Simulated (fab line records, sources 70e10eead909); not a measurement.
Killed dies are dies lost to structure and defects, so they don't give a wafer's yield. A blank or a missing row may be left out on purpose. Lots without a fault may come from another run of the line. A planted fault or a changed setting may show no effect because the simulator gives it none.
Chamber matching | flow nand_harc | NHARC_A_M0_CMP_23 on cmp-04: 4 sister chambers
The step polishes, t overpolish 20 s, target thk 113.75 nm. 8 wafers are shown with their chamber, then 12 later ones without.

WAFERS WITH THEIR CHAMBER
wafer  | chamber | motor_current_A (A) | time_to_endpoint_s (s)
L082.3 | 1       | 13.5                | 26
L084.6 | 1       | 13.4                | 29
L088.1 | 0       | 12.0                | 36
L088.4 | 2       | 12.1                | 29
L088.6 | 3       | 11.2                | 25
L086.1 | 0       | 12.0                | 36
L086.2 | 2       | 12.3                | 29
L086.3 | 3       | 11.4                | 26

WAFERS WITHOUT THEIR CHAMBER
wafer  | motor_current_A (A) | time_to_endpoint_s (s)
L092.1 | 13.4                | 26
L092.4 | 11.7                | 33
L092.5 | 11.1                | 22
L094.1 | 12.3                | 27
L094.2 | 12.3                | 33
L094.3 | 13.0                | 28
L096.1 | 12.9                | 26
L096.3 | 13.6                | 25
L096.5 | 12.2                | 26
L097.1 | 13.4                | 28
L097.5 | 11.3                | 22
L097.6 | 12.1                | 25

WHICH CHAMBER EACH WENT THROUGH
wafer  | from the rows above     | in truth
L092.1 | 1                       | 1
L092.4 | 0                       | 0
L092.5 | 3                       | 3
L094.1 | 2                       | 2
L094.2 | can't be placed: 2 or 0 | 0
L094.3 | 1                       | 1
L096.1 | can't be placed: 1 or 2 | 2
L096.3 | 1                       | 1
L096.5 | 2                       | 2
L097.1 | 1                       | 1
L097.5 | 3                       | 3
L097.6 | 2                       | 2
Placed correctly: 10 of 12. Can't be placed from these rows: 2 (the true chamber is among the candidates in 2). Placed wrongly: 0.
How it was worked out, from the rows above alone: a wafer's distance from a chamber is the root of the sum, over the readings, of the square of ((its reading less the chamber's mean) divided by the reading's scatter). The wafer belongs to the nearest chamber; if the next one is less than 2 further off, it can't be placed. A chamber's mean is the mean of its shown wafers. The scatter: the root of (the sum of the squares of (reading less its chamber's mean) over the shown wafers, divided by (wafers less chambers)).
